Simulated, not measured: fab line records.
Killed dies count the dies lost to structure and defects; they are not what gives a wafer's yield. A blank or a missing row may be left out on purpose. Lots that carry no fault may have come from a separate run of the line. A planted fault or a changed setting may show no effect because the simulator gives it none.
Which of the tools did it? || flow nand_harc || 18 wafers from 6 lots sampled at 5 of the route's 1302 steps

== WHAT EACH GAUGE READ, for each wafer ==
NHARC_END_SORT_01.
{"lot": "L856", "measured": "day 27 16:05", "on": "prober-02", "defect_limited_yield (%)": "19.1 18.9 20.2"}
{"lot": "L866", "measured": "day 32 07:26", "on": "prober-01", "defect_limited_yield (%)": "93.5 91.9 90.8"}

== EACH LOT AND THE TOOL THAT RAN IT (in order: tool; ch and the chambers of the sampled wafers; start) ==
{"lot": "L852", "NHARC_A_M0_ECD_22": "ecd_cu-02 ch 0,1, day 24 08:34", "NHARC_THIN_TSV_CMP_21": "cmp-01 ch 0,1, day 25 10:37", "NHARC_THIN_TSV_ETCH_59": "rie_metal-02 ch 1, day 25 12:23", "NHARC_THIN_TSV_ETCH_36": "rie_metal-02 ch 0,1, day 25 12:38"}
{"lot": "L853", "NHARC_A_M0_ECD_22": "ecd_cu-01 ch 0,1, day 25 13:43", "NHARC_THIN_TSV_CMP_21": "cmp-01 ch 1,2,3, day 26 15:13", "NHARC_THIN_TSV_ETCH_59": "rie_metal-01 ch 0,1, day 26 17:07", "NHARC_THIN_TSV_ETCH_36": "rie_metal-01 ch 0,1, day 26 17:21"}
{"lot": "L856", "NHARC_A_M0_ECD_22": "ecd_cu-01 ch 0,1, day 26 02:24", "NHARC_THIN_TSV_CMP_21": "cmp-03 ch 0,3, day 27 02:55", "NHARC_THIN_TSV_ETCH_59": "rie_metal-02 ch 0,1, day 27 04:47", "NHARC_THIN_TSV_ETCH_36": "rie_metal-02 ch 0,1, day 27 05:02"}
{"lot": "L866", "NHARC_A_M0_ECD_22": "ecd_cu-01 ch 0,1, day 30 17:53", "NHARC_THIN_TSV_CMP_21": "cmp-04 ch 1,2,3, day 31 20:47", "NHARC_THIN_TSV_ETCH_59": "rie_metal-02 ch 0,1, day 31 22:33", "NHARC_THIN_TSV_ETCH_36": "rie_metal-02 ch 0,1, day 31 22:53"}
{"lot": "L869", "NHARC_A_M0_ECD_22": "ecd_cu-01 ch 0,1, day 31 21:02", "NHARC_THIN_TSV_CMP_21": "cmp-03 ch 0,1,2, day 33 01:32", "NHARC_THIN_TSV_ETCH_59": "rie_metal-01 ch 1, day 33 03:25", "NHARC_THIN_TSV_ETCH_36": "rie_metal-01 ch 0,1, day 33 03:40"}
{"lot": "L870", "NHARC_A_M0_ECD_22": "ecd_cu-01 ch 0,1, day 32 12:57", "NHARC_THIN_TSV_CMP_21": "cmp-04 ch 0,2,3, day 33 15:30", "NHARC_THIN_TSV_ETCH_59": "rie_metal-03 ch 0,1, day 33 17:23", "NHARC_THIN_TSV_ETCH_36": "rie_metal-03 ch 0,1, day 33 17:39"}
- NHARC_A_M0_ECD_22: material Cu, target thk 400 nm.
- NHARC_THIN_TSV_CMP_21: polishes, t overpolish 30 s, target thk 2000 nm.
- NHARC_THIN_TSV_ETCH_59: etches the open film in Cl2/BCl3, target depth 880 nm, time 138.1 s.
- NHARC_THIN_TSV_ETCH_36: etches the open film in Cl2/BCl3, target depth 65 nm, time 18.571 s.

== THE ANSWER, worked out from the rows above alone ==
Rule: the lots themselves supply what counts as usual. Put in order of their means at a reading, lots are off if they are a third of the lots or fewer, leave a main group of 4 or more, and stand apart from it by a gap of 3 or more times the standard deviation of the main group's means; of several such gaps the widest counts. A main group whose means are all the same, to the digits that the tables above print for the reading, isn't used. A lot without any number at a reading at which 4 lots or more have one is off too. Any other lot the step has rows for is counted as sound.
No lot is off on any of the readings shown, so nothing can be concluded from this.

== WHAT HAD BEEN PUT IN BY THE SIMULATOR ==
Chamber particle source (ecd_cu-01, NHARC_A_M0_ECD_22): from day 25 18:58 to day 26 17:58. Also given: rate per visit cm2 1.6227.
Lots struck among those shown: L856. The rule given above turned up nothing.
